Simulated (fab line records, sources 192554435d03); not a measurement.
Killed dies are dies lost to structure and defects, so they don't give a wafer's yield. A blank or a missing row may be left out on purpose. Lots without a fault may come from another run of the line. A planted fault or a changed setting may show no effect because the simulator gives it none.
Which tool did it? | flow n5_finfet | 9 lots, 25 wafers sampled, at 5 steps of a route of 1938

WHAT THE GAUGES READ, wafer by wafer
N5_BEOL_M4_RC_MEAS_101.
lot  | measured     | on        | DIBL_N (mV/V)
L648 | day 8 05:15  | prober-01 | 40.3 39.0 38.0
L649 | day 8 13:13  | prober-02 | 44.2 35.3 38.9
L652 | day 9 09:02  | prober-01 | 36.1 37.2 36.5
L653 | day 9 10:56  | prober-02 | 32.5 34.6 34.8
L654 | day 9 17:19  | prober-01 | 35.8 39.2
L655 | day 10 00:15 | prober-01 | 38.5 37.4
L665 | day 12 14:08 | prober-01 | 40.3 40.3 35.6
L669 | day 13 12:54 | prober-02 | 36.6 37.9 37.5
L668 | day 13 16:04 | prober-02 | 37.8 34.3 33.2

WHICH TOOL RAN EACH LOT (tool, then ch and the chambers of the sampled wafers, then the start)
lot  | N5_BEOL_M0_SAQP_ETCH_84            | N5_BEOL_M0_SAQP_MANDREL_ETCH_20  | N5_BEOL_M0_SAQP_ETCH_101           | N5_BEOL_M0_SAQP_ETCH_102
L648 | rie_diel-02 ch 1,2,3, day 6 04:01  | rie_si-06 ch 1,2,3, day 6 04:12  | rie_diel-06 ch 1,2, day 6 05:32    | rie_si-06 ch 0,2,3, day 6 05:38
L649 | rie_diel-05 ch 0,1, day 6 08:05    | rie_si-06 ch 0,1, day 6 08:17    | rie_diel-06 ch 1,2, day 6 09:53    | rie_si-04 ch 1,2, day 6 09:59
L652 | rie_diel-02 ch 0,1,3, day 7 01:38  | rie_si-03 ch 0,2,3, day 7 01:49  | rie_diel-06 ch 0,1,3, day 7 03:24  | rie_si-06 ch 0,2,3, day 7 03:30
L653 | rie_diel-05 ch 1,2,3, day 7 05:07  | rie_si-04 ch 0,1,3, day 7 05:18  | rie_diel-06 ch 0,1,2, day 7 07:29  | rie_si-06 ch 2,3, day 7 07:36
L654 | rie_diel-06 ch 0,3, day 7 12:48    | rie_si-04 ch 0,1, day 7 12:59    | rie_diel-06 ch 2,3, day 7 14:19    | rie_si-03 ch 1,2, day 7 14:25
L655 | rie_diel-02 ch 2,3, day 7 17:08    | rie_si-06 ch 2, day 7 17:20      | rie_diel-06 ch 0,2, day 7 20:00    | rie_si-03 ch 1,3, day 7 20:07
L665 | rie_diel-06 ch 0,1,2, day 10 05:47 | rie_si-03 ch 2,3, day 10 05:58   | rie_diel-02 ch 0,1,2, day 10 07:28 | rie_si-03 ch 0,3, day 10 07:34
L669 | rie_diel-05 ch 0,1,2, day 11 08:25 | rie_si-04 ch 0,1,2, day 11 08:36 | rie_diel-05 ch 0,1,2, day 11 09:56 | rie_si-04 ch 0,1,3, day 11 10:03
L668 | rie_diel-05 ch 1,3, day 11 09:00   | rie_si-03 ch 0,2,3, day 11 09:11 | rie_diel-02 ch 0,2,3, day 11 10:31 | rie_si-06 ch 0,2,3, day 11 10:38
- N5_BEOL_M0_SAQP_ETCH_84: etches SOC in N2/H2, target depth 100 nm, overetch 20 nm, time 150 s.
- N5_BEOL_M0_SAQP_MANDREL_ETCH_20: etches a-Si in HBr/Cl2, stops on SiNx, target depth 60 nm, bt time 10 s, time 30 s.
- N5_BEOL_M0_SAQP_ETCH_101: etches SiNx in CH3F/O2, target depth 29.9 nm, time 42.7 s.
- N5_BEOL_M0_SAQP_ETCH_102: etches SiO2 in CF4, target depth 4 nm, time 4.4 s.

THE ANSWER, worked out from the rows above alone
Rule: what is usual is taken from the lots themselves. Put in order of their means at a reading, lots are off if they are a third of the lots or fewer, leave a main group of 4 or more, and stand apart from it by a gap of 3 or more times the standard deviation of the main group's means; of several such gaps the widest counts. A main group whose means are all the same, to the digits that the tables above print for the reading, isn't used. A lot without any number at a reading at which 4 lots or more have one is off too. The other lots that the step has rows for count as sound.
No lot is off at any reading shown: from this, nothing can be told.

WHAT THE SIMULATOR HAD PUT IN
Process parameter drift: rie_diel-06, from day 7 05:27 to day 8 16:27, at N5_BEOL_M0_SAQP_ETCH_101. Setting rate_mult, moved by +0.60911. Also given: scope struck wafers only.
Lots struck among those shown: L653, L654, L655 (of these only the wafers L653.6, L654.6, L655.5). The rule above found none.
